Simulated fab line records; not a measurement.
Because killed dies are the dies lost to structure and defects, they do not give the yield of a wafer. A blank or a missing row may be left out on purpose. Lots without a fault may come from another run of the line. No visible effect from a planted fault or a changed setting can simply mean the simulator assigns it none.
Which tool was responsible? -- flow nand-harc -- Sampling: 10 lots, 30 wafers, 6 of 1302 route steps

== WHAT THE GAUGES SHOWED, per wafer ==
NHARC_A_CHANNEL_HOLE_D2_INSPECT_40. Usual: raw-defect-count reads 260 (standard deviation 72).
lot,measured,on,raw-defect-count,flag
L195,day 16 14:15,defect-inspect-02,635 615 646,OFF
L196,day 17 02:26,defect-inspect-02,540 674 604,OFF
L202,day 19 09:45,defect-inspect-02,201 149 191,
L201,day 19 12:41,defect-inspect-02,204 213 305,
L203,day 19 16:07,defect-inspect-02,383 472 238,
L208,day 21 13:17,defect-inspect-01,290 228 256,
L207,day 21 16:23,defect-inspect-01,171 184 227,
L209,day 22 07:38,defect-inspect-02,211 324 362,
L211,day 22 23:41,defect-inspect-01,214 198 224,
L210,day 22 23:24,defect-inspect-01,290 341 390,

NHARC_END_SORT_01. Usual: killed-at-array 55, standard deviation 17; killed-at-other 1.1, standard deviation 1.4; killed-at-periphery 3.9, standard deviation 3; killed-dies 59, standard deviation 17; killed-open 3.5, standard deviation 2; killed-short 2.6, standard deviation 1.6.
lot,measured,on,killed-at-array,killed-at-other,killed-at-periphery,killed-dies,killed-open,killed-short,flag
L195,day 27 11:55,prober-01,115 124 124,0 0 0,3 3 7,118 127 131,0 5 3,3 1 1,OFF
L196,day 27 23:43,prober-01,93 99 97,2 3 1,2 3 4,97 105 102,5 5 2,3 4 3,

== EACH LOT AND THE TOOL THAT RAN IT (in order: tool; ch and the chambers of the sampled wafers; start) ==
lot,NHARC_A_CHANNEL_HOLE_D2_ETCH_16,NHARC_A_CHANNEL_HOLE_D2_ETCH_19,NHARC_A_CHANNEL_HOLE_D2_ETCH_20,NHARC_A_CHANNEL_HOLE_D2_ETCH_44
L195,"rie-diel-10 ch 1,2,3, day 16 08:33 or earlier","har-etch-01 ch 0,1, day 16 08:33","har-etch-01 ch 0,1, day 16 08:40","rie-diel-10 ch 0,1,2, day 16 13:15"
L196,"rie-diel-07 ch 1,3, day 16 20:44 or earlier","har-etch-01 ch 0,1, day 16 20:44","har-etch-01 ch 0,1, day 16 20:50","rie-diel-06 ch 1,3, day 17 01:26"
L202,"rie-diel-10 ch 0,2,3, day 19 04:04 or earlier","har-etch-02 ch 0,1, day 19 04:04","har-etch-02 ch 0,1, day 19 04:11","rie-diel-10 ch 1,3, day 19 08:46"
L201,"rie-diel-10 ch 1,2,3, day 19 05:56 or earlier","har-etch-01 ch 0,1, day 19 05:56","har-etch-01 ch 0,1, day 19 06:05","rie-diel-06 ch 2,3, day 19 11:36"
L203,"rie-diel-07 ch 1,2, day 19 10:24 or earlier","har-etch-01 ch 0,1, day 19 10:24","har-etch-01 ch 0,1, day 19 10:31","rie-diel-07 ch 1,2,3, day 19 15:09"
L208,"rie-diel-07 ch 1,3, day 21 06:35","har-etch-02 ch 0,1, day 21 07:35","har-etch-02 ch 0,1, day 21 07:42","rie-diel-10 ch 0,2,3, day 21 12:19"
L207,"rie-diel-10 ch 0,2,3, day 21 10:41 or earlier","har-etch-01 ch 0,1, day 21 10:41","har-etch-01 ch 0,1, day 21 10:48","rie-diel-10 ch 0,1,2, day 21 15:24"
L209,"rie-diel-06 ch 0,2,3, day 22 01:54 or earlier","har-etch-01 ch 0,1, day 22 01:54","har-etch-01 ch 0,1, day 22 02:01","rie-diel-10 ch 0,1,2, day 22 06:39"
L211,"rie-diel-06 ch 0,2,3, day 22 17:31 or earlier","har-etch-02 ch 0,1, day 22 17:31","har-etch-02 ch 0,1, day 22 17:38","rie-diel-10 ch 0,1,3, day 22 22:43"
L210,"rie-diel-07 ch 0,2, day 22 17:41 or earlier","har-etch-01 ch 0,1, day 22 17:41","har-etch-01 ch 0,1, day 22 17:47","rie-diel-07 ch 1,2, day 22 22:25"
- NHARC_A_CHANNEL_HOLE_D2_ETCH_16: etches the open film in O2/COS, target depth 3100 nm, time 806 s.
- NHARC_A_CHANNEL_HOLE_D2_ETCH_19: etches the open film in C4F8/O2/Ar, time 34.5 s.
- NHARC_A_CHANNEL_HOLE_D2_ETCH_20: etches the open film in C4F8/O2/Ar, time 361.9 s, target depth 1600 nm.
- NHARC_A_CHANNEL_HOLE_D2_ETCH_44: etches the open film in CF4/O2, target depth 140 nm, overetch 14 nm, time 77 s.

== AS READ BY THE TOOLS THEMSELVES (means over the sampled wafers that have a number; for cases with no such wafer, the mark the record gives instead) ==
NHARC_A_CHANNEL_HOLE_D2_ETCH_16. Usual: drypump-motor-current-A 5.61 A, standard deviation 0.28; o2-flow-sccm 400.2 sccm, standard deviation 1.2; oes-product-au 1.002 a.u., standard deviation 0.0077; rf-vpp-V 313.8 V, standard deviation 1.7; showerhead-plenum-p-Torr 3.10 Torr, standard deviation 0.11; throttle-valve-pct 28.330 %, standard deviation 0.0088.
lot,tool,drypump-motor-current-A (A),o2-flow-sccm (sccm),oes-product-au (a.u.),rf-vpp-V (V),showerhead-plenum-p-Torr (Torr),throttle-valve-pct (%),flag
L195,rie-diel-10,5.81,399.5,1.002,313.7,3.10,28.327,
L196,rie-diel-07,5.75,400.8,1.005,314.3,3.21,28.328,
L202,rie-diel-10,5.66,400.0,0.995,312.3,3.04,28.326,
L201,rie-diel-10,5.82,399.6,0.995,313.1,3.10,28.336,
L203,rie-diel-07,5.54,399.9,1.005,314.6,3.13,28.332,
L208,rie-diel-07,5.78,400.8,1.013,315.4,3.17,28.329,
L207,rie-diel-10,5.67,400.1,1.003,312.7,3.03,28.324,
L209,rie-diel-06,5.47,400.9,0.997,314.3,3.17,28.326,
L211,rie-diel-06,5.48,399.6,0.996,314.4,3.17,28.339,
L210,rie-diel-07,5.65,400.4,1.010,314.4,3.13,28.342,

NHARC_A_CHANNEL_HOLE_D2_ETCH_19. Usual: drypump-motor-current-A 5.6 A, standard deviation 0.56; o2-flow-sccm 96.21 sccm, standard deviation 0.25; showerhead-plenum-p-Torr 3.65 Torr, standard deviation 0.16; throttle-valve-pct 37.038 %, standard deviation 0.0083.
lot,tool,drypump-motor-current-A (A),o2-flow-sccm (sccm),showerhead-plenum-p-Torr (Torr),throttle-valve-pct (%),flag
L195,har-etch-01,5.1,96.25,3.55,37.040,
L196,har-etch-01,5.1,96.30,3.55,37.041,
L202,har-etch-02,6.1,95.96,3.89,37.035,
L201,har-etch-01,5.1,96.35,3.50,37.027,
L203,har-etch-01,5.1,96.18,3.52,37.043,
L208,har-etch-02,6.1,96.15,3.88,37.047,
L207,har-etch-01,5.1,96.27,3.49,37.039,
L209,har-etch-01,5.1,96.22,3.50,37.040,
L211,har-etch-02,6.1,96.09,3.87,37.036,
L210,har-etch-01,5.1,96.02,3.48,37.045,

NHARC_A_CHANNEL_HOLE_D2_ETCH_20. Usual: drypump-motor-current-A 5.6 A, standard deviation 0.57; o2-flow-sccm 35.72 sccm, standard deviation 0.11; showerhead-plenum-p-Torr 3.61 Torr, standard deviation 0.15; throttle-valve-pct 32.153 %, standard deviation 0.0085.
lot,tool,drypump-motor-current-A (A),o2-flow-sccm (sccm),showerhead-plenum-p-Torr (Torr),throttle-valve-pct (%),flag
L195,har-etch-01,5.1,35.65,3.51,32.155,
L196,har-etch-01,5.1,35.65,3.51,32.154,
L202,har-etch-02,6.1,35.57,3.85,32.154,
L201,har-etch-01,5.1,35.68,3.47,32.150,
L203,har-etch-01,5.1,35.80,3.49,32.155,
L208,har-etch-02,6.1,35.86,3.83,32.150,
L207,har-etch-01,5.1,35.71,3.46,32.154,
L209,har-etch-01,5.1,35.71,3.47,32.159,
L211,har-etch-02,6.1,35.73,3.83,32.163,
L210,har-etch-01,5.1,35.67,3.45,32.158,

NHARC_A_CHANNEL_HOLE_D2_ETCH_44. Usual: drypump-motor-current-A 5.58 A, standard deviation 0.29; o2-flow-sccm 20.00 sccm, standard deviation 0.052; oes-product-au 1.002 a.u., standard deviation 0.0075; rf-vpp-V 197.6 V, standard deviation 1.3; showerhead-plenum-p-Torr 1.32 Torr, standard deviation 0.05; throttle-valve-pct 13.397 %, standard deviation 0.009.
lot,tool,drypump-motor-current-A (A),o2-flow-sccm (sccm),oes-product-au (a.u.),rf-vpp-V (V),showerhead-plenum-p-Torr (Torr),throttle-valve-pct (%),flag
L195,rie-diel-10,5.58,20.01,1.006,197.2,1.32,13.395,
L196,rie-diel-06,5.19,20.01,1.003,198.2,1.31,13.391,
L202,rie-diel-10,5.88,20.02,1.000,197.0,1.30,13.390,
L201,rie-diel-06,5.59,20.05,0.997,198.2,1.34,13.397,
L203,rie-diel-07,5.53,20.02,1.007,197.1,1.33,13.408,
L208,rie-diel-10,5.65,19.97,1.001,197.3,1.30,13.400,
L207,rie-diel-10,5.59,19.99,1.007,197.6,1.32,13.387,
L209,rie-diel-10,5.56,19.98,0.996,197.8,1.32,13.402,
L211,rie-diel-10,5.66,20.03,1.008,197.2,1.29,13.393,
L210,rie-diel-07,5.51,19.96,1.005,197.5,1.33,13.400,

== THE ANSWER, worked out from the rows above alone ==
Rule: a lot counts as off when the mean over its wafers that have a number is more than 3 standard deviations away from the usual mean. Also off: a lot with no number at a reading for which 4 or more lots have one. Any other lot the step has rows for is counted as sound. First the gauges in route order, then the tools' own readings, where a lot's mean is used as printed above. At the first step where some lot is off, the reading lying furthest off is the one used; lots without a number count as furthest.
Off, at NHARC_A_CHANNEL_HOLE_D2_INSPECT_40 on raw-defect-count: L195, L196.
A tool fits if, at a process step before that reading, it ran every lot that is off, and no sound lot after the first of them. Gauges at NHARC_A_CHANNEL_HOLE_D2_INSPECT_40: tried the same way as those tools. Because NHARC_A_CHANNEL_HOLE_D2_ETCH_16 lacks a start for some lots, the hours and order of its lots are taken from NHARC_A_CHANNEL_HOLE_D2_ETCH_19. No candidate that was tried fits.

== WHAT THE SIMULATOR HAD INSERTED ==
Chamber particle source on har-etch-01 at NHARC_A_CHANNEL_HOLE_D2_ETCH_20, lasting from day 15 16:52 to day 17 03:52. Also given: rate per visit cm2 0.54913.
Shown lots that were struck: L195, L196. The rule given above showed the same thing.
